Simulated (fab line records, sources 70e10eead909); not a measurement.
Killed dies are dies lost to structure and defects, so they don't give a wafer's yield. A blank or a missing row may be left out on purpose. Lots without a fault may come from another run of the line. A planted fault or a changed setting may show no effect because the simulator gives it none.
A struck lot beside a sound one | flow nand_harc | 15 steps out of a route of 1159
Sound: wafers L202.1, L202.2, L202.4. Struck: wafer L192.2. (L192.5 of the same lot was not struck and is left out.) The cause comes at the end.
At each step with rows: each side's tool, then ch and its chambers, then its first start. Under that, the readings that differ: sound wafers | struck wafers | difference of the means | sigmas: that difference in standard deviations of wafers without a fault.
alike: readings whose means differ by less than 2 such deviations, and words and numbers that are the same on both sides. not compared: withheld readings, readings that some wafer has no value for, bounds like >300 that may hide the same value, and numbers for which the record gives no deviation and whose values overlap.
The two part at a step that has a row with sigmas, a row that says differs or no value, or rows on one side only. Numbers that don't overlap but have no deviation are shown without sigmas and don't part them. A reading that every wafer of one side lacks parts them only if that side has two wafers or more.

first, 5 steps without rows for these wafers: NHARC_A_CONTACT_SOFTBAKE_03 (time 55 s); NHARC_A_CONTACT_EBR_04; NHARC_A_CONTACT_EXPOSE_05 (exposes mask A CC); NHARC_A_CONTACT_PEB_06 (peb time 65 s); NHARC_A_CONTACT_DEVELOP_07 (develop time 35 s).
NHARC_A_CONTACT_CD_MEAS_08: target cd 100 nm.
  sound on cd_sem-01 ch 0, day 21 19:34; struck on cd_sem-03 ch 0, day 19 10:56
  alike: cd_nm
NHARC_A_CONTACT_OVL_MEAS_09:
  sound on overlay-01, day 21 19:40; struck on overlay-02, day 19 11:02
  alike: overlay_x_nm, overlay_y_nm
NHARC_A_CONTACT_INSPECT_10:
  sound on defect_inspect-02, day 21 19:41; struck on defect_inspect-02, day 19 11:05
  reading          | sound    | struck | difference | sigmas
  raw_defect_count | 59 63 59 | 13     | -47        | -3
NHARC_A_CONTACT_DESCUM_13: chemistry O2, time 3 s.
  sound on rie_diel-03 ch 1,2,3, day 21 19:46; struck on rie_diel-09 ch 3, day 19 11:10
  reading                | sound    | struck | difference | sigmas
  rf_hours_counter_h (h) | 39 37 38 | 0      | -38        |
  alike: drypump_motor_current_A, oes_product_au, rf_vpp_V, showerhead_plenum_p_Torr, throttle_valve_pct
NHARC_A_CONTACT_ETCH_88: etches the open film in CF4, target depth 39 nm, time 65 s.
  sound on rie_diel-03 ch 0,1,2, day 21 19:50; struck on rie_diel-09 ch 1, day 19 11:14
  reading                | sound    | struck | difference | sigmas
  rf_hours_counter_h (h) | 39 38 37 | 0      | -38        |
  alike: drypump_motor_current_A, oes_product_au, rf_vpp_V, run_length_s, showerhead_plenum_p_Torr, throttle_valve_pct
NHARC_A_CONTACT_ETCH_89: etches the open film in N2/H2, target depth 260 nm, time 475.3 s.
  sound on rie_diel-03 ch 1,2,3; struck on rie_diel-09 ch 1
  reading                | sound    | struck | difference | sigmas
  rf_hours_counter_h (h) | 39 38 37 | 0      | -38        |
  alike: drypump_motor_current_A, oes_product_au, rf_vpp_V, run_length_s, showerhead_plenum_p_Torr, throttle_valve_pct
NHARC_A_CONTACT_ETCH_30: etches the open film in CF4/CHF3, target depth 60.5 nm, time 30.2 s.
  sound on rie_diel-03 ch 0,1,2; struck on rie_diel-09 ch 2
  reading                | sound    | struck | difference | sigmas
  rf_hours_counter_h (h) | 37 38 40 | 0      | -38        |
  alike: drypump_motor_current_A, oes_product_au, rf_vpp_V, run_length_s, showerhead_plenum_p_Torr, throttle_valve_pct
NHARC_A_CONTACT_ETCH_31: etches the open film in O2/COS, target depth 2000 nm, time 520 s.
  sound on rie_diel-03 ch 0,1,2, day 21 20:21; struck on rie_diel-09 ch 3, day 19 11:44
  reading                | sound             | struck | difference | sigmas
  rf_hours_counter_h (h) | 38 40 37          | 0      | -38        |
  run_length_s (s)       | 541.4 541.2 540.7 | 402.7  | -138.4     | -99 or more
  alike: drypump_motor_current_A, oes_product_au, rf_vpp_V, showerhead_plenum_p_Torr, throttle_valve_pct
NHARC_A_CONTACT_ETCH_134: etches the open film in C4F8/O2/Ar, time 140 s, target depth 700 nm.
  sound on har_cap_etch-02 ch 0,1, day 21 20:44; struck on har_cap_etch-02 ch 1, day 19 12:10
  alike: run_length_s
  not compared: rf_hours_counter_h
-- the record jumps here: 2 days lie between the struck wafers' starts before and after (it left off in module A_CONTACT and takes up again in module END, whose first step shown is number 1159 of the route) --
NHARC_END_SORT_01:
  sound on prober-02 ch 0, day 24 19:44; struck on prober-02 ch 0, day 21 14:04
  reading         | sound    | struck | difference | sigmas
  killed_at_array | 45 43 45 | 662    | +618       | +56
  killed_dies     | 47 45 47 | 667    | +621       | +52
  alike: killed_at_other, killed_at_periphery, killed_open, killed_short

WHERE THEY PART
First at NHARC_A_CONTACT_INSPECT_10; last, within this record, at NHARC_END_SORT_01.

WHY: what the simulator had put in
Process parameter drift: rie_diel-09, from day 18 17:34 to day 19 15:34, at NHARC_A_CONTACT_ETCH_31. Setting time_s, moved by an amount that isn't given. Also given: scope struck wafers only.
